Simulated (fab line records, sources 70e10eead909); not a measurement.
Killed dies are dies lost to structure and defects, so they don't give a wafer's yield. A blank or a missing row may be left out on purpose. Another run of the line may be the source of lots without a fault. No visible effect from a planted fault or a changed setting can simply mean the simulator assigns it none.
8D (eight disciplines) problem report, filled in by code | flow nand harc | the parts of the form that need people (team, actions taken, sign-off) are left out

## 1. THE ISSUE
Mean of thk nm at NHARC_A_ONON_D2_THK_MEAS_18: 940 nm across 3 wafers in 2 lots; on wafers with no fault it is 998 nm (standard deviation 13). Relative to the usual mean, that is a shift of -4.5 standard deviations.
The step: measures by ellipsometry.
Earliest sighting: wafer L234.4 on film metro-02 at day 16 12:48. The record has a number at this step for 39 wafers belonging to 13 lots. By rule, "out" or "out of limits" means more than 4 standard deviations away from the usual mean. Any other wafer with a number is counted as sound.

## 2. WHAT IT IS, AND WHAT IT ISN'T
question                    | is                     | is not
which readings at this step | thk nm                 | -
which lots                  | L234, L235             | L225, L227, L231, L232, L236, L243, L244, L245, L246, L247, L248
which wafers of those lots  | L234.4, L234.5, L235.4 | L234.3, L235.2, L235.6
read on which gauges        | film metro-02          | film metro-01
when                        | from day 16 12:48      | up to then (13 sound wafers); but 23 sound wafers of L235, L236, L243, L244, L245, L246, L247, L248 came after

## 3. SUSPECTS, AND WHAT RULES EACH OUT
Counting: a tool at a process step up to the reading stays a suspect if it ran every lot that is out. Sound lots after the first of them don't rule it out here, since some wafers of a struck lot are sound.
- the gauge at NHARC_A_ONON_D2_THK_MEAS_18: kept. All the wafers that are out were read on film metro-02, and no step on other tools shows them out.
- pecvd onon-03 at NHARC_A_ONON_D2_DEP_16 (target thk 1000 nm): kept. Every lot that is out went through it, the first being L234 (day 16 12:25); the last sound lot it ran before that was L232 (day 16 03:17).
Remaining after the count are pecvd onon-03 at NHARC_A_ONON_D2_DEP_16 and film metro-02 at NHARC_A_ONON_D2_THK_MEAS_18.

## 4. THE CAUSE (what the simulator had put in)
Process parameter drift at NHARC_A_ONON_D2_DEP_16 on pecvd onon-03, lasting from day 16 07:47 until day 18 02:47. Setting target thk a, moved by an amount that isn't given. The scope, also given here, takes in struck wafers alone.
After counting, 2 suspects remain, this tool included.

## 5. THE EFFECT CHAIN, in route order
Rows list readings where the struck wafers' mean (over those with a number) sits beyond 3 standard deviations from the usual. Only readings whose record carries a usual standard deviation are examined. hours: median over the lots of the time between each lot's start at the first step of this table that gives one and its start at this step. sigmas: the change, counted in usual standard deviations.
hours | step                        | reading | usual  | on struck wafers | change | sigmas
0     | NHARC_A_ONON_D2_THK_MEAS_18 | thk nm  | 998 nm | 940              | -58    | -4.5

## 6. WHAT WOULD HAVE CAUGHT IT SOONER
The first out-of-limits reading at a measuring or inspecting step in this record came at day 16 12:48, 5 hours after the fault's start at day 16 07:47.
Tool readings at NHARC_A_ONON_D2_DEP_16 with a usual standard deviation given in the record: none out on any struck wafer, hence no alarm at a limit of 4 standard deviations on them.
Among the 2 lots that are out, L235 began NHARC_A_ONON_D2_DEP_16 on pecvd onon-03 after day 16 12:48. Holding the tool at that time would have saved it.
